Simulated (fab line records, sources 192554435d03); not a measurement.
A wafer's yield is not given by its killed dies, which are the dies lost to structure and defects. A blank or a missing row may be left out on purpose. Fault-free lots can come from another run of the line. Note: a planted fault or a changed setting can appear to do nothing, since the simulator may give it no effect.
Struck lot and sound lot, side by side ; flow n5 finfet ; 37 steps out of a route of 1938
Sound: these wafers, L753.2, L753.4, L753.6. Wafers struck: L770.1, L770.2, L770.6. The cause is given at the end.
Each step with rows lists, per side, the tool, then ch with its chambers, then its first start. Under that, the readings that differ: sound wafers ; struck wafers ; difference of the means ; sigmas: that difference in standard deviations of wafers without a fault.
alike: readings with means less than 2 such deviations apart, plus words and numbers identical on both sides. not compared: withheld readings, readings lacking a value on some wafer, bounds such as >300 that could conceal the same value, and numbers that have no deviation in the record and whose values overlap.
The two part at a step that has a row with sigmas, a row that says differs or no value, or rows on one side only. Non-overlapping numbers with no deviation appear without sigmas and do not part them. Lack of a reading on every wafer of one side parts them only where that side has two or more wafers.

first, 8 steps without rows for these wafers: N5_BEOL_M3_ECD_50 (material Cu, target thk 300 nm); N5_BEOL_M3_ANNEAL_51 (time 90 s); N5_BEOL_M3_CMP_52 (polishes, stops on SiOC, t overpolish 6.8 s, target thk 40 nm); N5_BEOL_M3_PRE_CLEAN_60 (time 15 s); N5_BEOL_M3_CO_CAP_55 (material Co, precursor CCTBA/H2, target thk 2 nm, time 102.1 s); N5_BEOL_M3_PRE_CLEAN_56 (time 15 s); N5_BEOL_M3_DEP_57 (deposits SiCN from 3MS/NH3, target thk 8 nm, time 14 s); N5_BEOL_M4_ILD_DEP_00 (deposits SiOC from DEMS/O2, target thk 79 nm, time 15.3 s).
N5_BEOL_M4_PECVD_72: deposits SiO2 from TEOS/O2, target thk 16 nm, time 18 s.
  sound on pecvd-01 ch 0,1, day 9 17:29; struck on pecvd-01 ch 0,1, day 14 21:56
reading;sound;struck;difference;sigmas
heater power w (W);740 701 749;562 685 567;-125;-2
susceptor temp C (C);399.94 400.19 400.19;394.45 393.94 394.27;-5.89;-24
model.SiO2_of_BEOL_M4_PECVD_72.thk nm (nm);16 16 16.2;16.4 16.6 16.6;+0.5;
  alike: rf fwd power W, showerhead plenum p Torr, throttle valve pct
then, 25 steps without rows for these wafers: N5_BEOL_M4_HM_DEP_02 (deposits TiN, target thk 20 nm); N5_BEOL_M4_COAT_61 (time 60 s, resist thk 60 nm); N5_BEOL_M4_COAT_62 (time 60 s, resist thk 12 nm); N5_BEOL_M4_COAT_73 (time 60 s, resist thk 5 nm); N5_BEOL_M4_COAT_05 (resist thk 30 nm); N5_BEOL_M4_EBR_07; N5_BEOL_M4_SOFTBAKE_06 (time 60 s); N5_BEOL_M4_EXPOSE_08 (exposes mask M4); N5_BEOL_M4_PEB_09 (peb time 60 s); N5_BEOL_M4_DEVELOP_10 (develop time 30 s); N5_BEOL_M4_DESCUM_16 (chemistry O2, time 7 s); N5_BEOL_M4_ETCH_74 (etches underlayer in N2/H2, target depth 6.5 nm, time 5.2 s); N5_BEOL_M4_ETCH_63 (etches SiARC in CF4, target depth 15.6 nm, time 26 s); N5_BEOL_M4_ETCH_64 (etches SOC in N2/H2, target depth 75 nm, overetch 22.5 nm, time 121.9 s); N5_BEOL_M4_STRIP_65 (strips in N2/H2); N5_BEOL_M4_STRIP_75 (strips in N2/H2); N5_BEOL_M4_STRIP_66 (strips in CF4); N5_BEOL_M4_HM_OPEN_17 (chemistry Cl2/BCl3, target TiN, target depth 20 nm, overetch 6 nm); N5_BEOL_M4_STRIP_19 (strips in O2); N5_BEOL_M4_COAT_67 (time 60 s, resist thk 60 nm); N5_BEOL_M4_COAT_68 (time 60 s, resist thk 12 nm); N5_BEOL_M4_COAT_76 (time 60 s, resist thk 5 nm); N5_BEOL_M4_COAT_22 (resist thk 30 nm); N5_BEOL_M4_EBR_24; N5_BEOL_M4_SOFTBAKE_23 (time 60 s).
N5_BEOL_M4_HM_STRIP_39: strips TiN in peroxide tin strip, target depth 25 nm, time 158 s.
  sound on wet bench-06 ch 1,3,4, day 10 00:14; struck on wet bench-04 ch 1,5,7, day 15 07:46
reading;sound;struck;difference;sigmas
model.SiO2_of_BEOL_M4_PECVD_72.thk nm (nm);16 16 16;16.2 16.4 16.4;+0.3;
N5_BEOL_M4_RC_MEAS_101:
  sound on prober-01 ch 0, day 10 05:07; struck on prober-01 ch 0, day 15 12:07
  alike: DIBL_N, DIBL_P, IOFF_N, IOFF_P, ION_N, ION_P, SS_N, SS_P, VT_N, VT_P
-- a jump in the record: the struck wafers' starts before and after are 4 days apart (it breaks off in module BEOL_M4 and resumes in module PASSIVATION, where the first step shown is number 1936 of the route) --
N5_PASSIVATION_PROBE_49:
  rows exist in the record for the struck wafers here (prober-02, day 19 16:14), but not for the sound ones

## WHERE THEY PART
First at N5_BEOL_M4_PECVD_72; last, within this record, at N5_PASSIVATION_PROBE_49.

WHY: the cause the simulator had injected
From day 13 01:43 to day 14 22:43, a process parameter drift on pecvd-01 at N5_BEOL_M4_PECVD_72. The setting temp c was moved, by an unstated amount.
